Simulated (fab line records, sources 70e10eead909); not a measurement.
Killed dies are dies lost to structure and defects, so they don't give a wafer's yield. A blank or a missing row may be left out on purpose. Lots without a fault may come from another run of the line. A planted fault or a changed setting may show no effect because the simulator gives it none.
A struck lot beside a sound one | flow nand_harc | 13 steps out of a route of 1159
Sound: wafers L639.2, L639.3, L639.5. Struck: wafers L655.1, L655.2, L655.3. The cause comes at the end.
At each step with rows: each side's tool, then ch and its chambers, then its first start. Under that, the readings that differ: sound wafers | struck wafers | difference of the means | sigmas: that difference in standard deviations of wafers without a fault.
alike: readings whose means differ by less than 2 such deviations, and words and numbers that are the same on both sides. not compared: withheld readings, readings that some wafer has no value for, bounds like >300 that may hide the same value, and numbers for which the record gives no deviation and whose values overlap.
The two part at a step that has a row with sigmas, a row that says differs or no value, or rows on one side only. Numbers that don't overlap but have no deviation are shown without sigmas and don't part them. A reading that every wafer of one side lacks parts them only if that side has two wafers or more.

NHARC_P_CONTACT_CMP_24: polishes, t overpolish 30 s, target thk 200 nm.
  sound on cmp-03 ch 0,1,3, day 6 04:24; struck on cmp-02 ch 0,1,2, day 10 02:49
  alike: motor_current_A, overpolish_run_s, retaining_ring_pressure_frac, time_to_endpoint_s
then, 1 step without rows for these wafers: NHARC_P_CONTACT_SRD_26.
NHARC_P_CONTACT_INSPECT_27:
  sound on defect_inspect-01, day 6 04:46; struck on defect_inspect-01, day 10 03:13
  alike: raw_defect_count
then, 8 steps without rows for these wafers: NHARC_P_M0_DEP_00 (deposits SiOC, target thk 150 nm); NHARC_P_M0_DEHYDRATE_01 (time 120 s); NHARC_P_M0_HMDS_02 (time 30 s); NHARC_P_M0_COAT_33 (time 65 s); NHARC_P_M0_COAT_03 (resist thk 90 nm); NHARC_P_M0_SOFTBAKE_04 (time 55 s); NHARC_P_M0_EBR_05; NHARC_P_M0_EXPOSE_06 (exposes mask P M0, target cd 90 nm).
NHARC_P_M0_PEB_07: peb time 65 s.
  sound on litho_track-04 ch 0, day 6 05:35; struck on litho_track-06 ch 0, day 10 04:02
  reading                  | sound              | struck            | difference | sigmas
  heater_power_total_W (W) | 157.1 157.2 156.4  | 147.9 148.3 147.9 | -8.9       | -21
  plate_temp_C (C)         | 100.09 99.89 99.92 | 96.48 96.43 96.37 | -3.54      | -25
  alike: chill_plate_temp_C
then, 1 step without rows for these wafers: NHARC_P_M0_DEVELOP_08 (develop time 35 s).

WHERE THEY PART
Only at NHARC_P_M0_PEB_07, within this record.

WHY: what the simulator had put in
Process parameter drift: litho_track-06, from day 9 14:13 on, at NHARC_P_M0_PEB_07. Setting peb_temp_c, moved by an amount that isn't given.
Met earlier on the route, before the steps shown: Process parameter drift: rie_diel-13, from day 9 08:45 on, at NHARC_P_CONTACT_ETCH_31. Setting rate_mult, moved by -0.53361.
